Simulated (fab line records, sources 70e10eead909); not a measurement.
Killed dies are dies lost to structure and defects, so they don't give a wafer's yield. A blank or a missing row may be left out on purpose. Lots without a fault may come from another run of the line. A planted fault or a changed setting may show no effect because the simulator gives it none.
Chamber matching | flow nand_harc | NHARC_P_M0_PRE_CLEAN_31 on pecvd-04: 3 sister chambers
The step time 12 s. 6 wafers are shown with their chamber, then 12 later ones without.

WAFERS WITH THEIR CHAMBER
wafer  | chamber | heater_power_w (W)
L089.2 | 1       | 604
L094.4 | 0       | 587
L094.6 | 2       | 541
L093.4 | 0       | 615
L093.5 | 2       | 624
L093.6 | 1       | 628

WAFERS WITHOUT THEIR CHAMBER
wafer  | heater_power_w (W)
L092.2 | 609
L092.3 | 596
L092.5 | 601
L095.1 | 630
L095.2 | 533
L095.4 | 525
L096.3 | 602
L096.5 | 621
L096.6 | 611
L097.1 | 563
L097.2 | 516
L097.6 | 602

WHICH CHAMBER EACH WENT THROUGH
wafer  | from the rows above          | in truth
L092.2 | can't be placed: 1 or 0 or 2 | 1
L092.3 | can't be placed: 0 or 2 or 1 | 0
L092.5 | can't be placed: 0 or 1 or 2 | 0
L095.1 | can't be placed: 1 or 0 or 2 | 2
L095.2 | can't be placed: 2 or 0 or 1 | 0
L095.4 | can't be placed: 2 or 0 or 1 | 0
L096.3 | can't be placed: 0 or 1 or 2 | 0
L096.5 | can't be placed: 1 or 0 or 2 | 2
L096.6 | can't be placed: 1 or 0 or 2 | 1
L097.1 | can't be placed: 2 or 0 or 1 | 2
L097.2 | can't be placed: 2 or 0 or 1 | 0
L097.6 | can't be placed: 0 or 1 or 2 | 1
Placed correctly: 0 of 12. Can't be placed from these rows: 12 (the true chamber is among the candidates in 12). Placed wrongly: 0.
How it was worked out, from the rows above alone: a wafer's distance from a chamber is the root of the sum, over the readings, of the square of ((its reading less the chamber's mean) divided by the reading's scatter). The wafer belongs to the nearest chamber; if the next one is less than 2 further off, it can't be placed. A chamber's mean is the mean of its shown wafers. The scatter: the root of (the sum of the squares of (reading less its chamber's mean) over the shown wafers, divided by (wafers less chambers)).
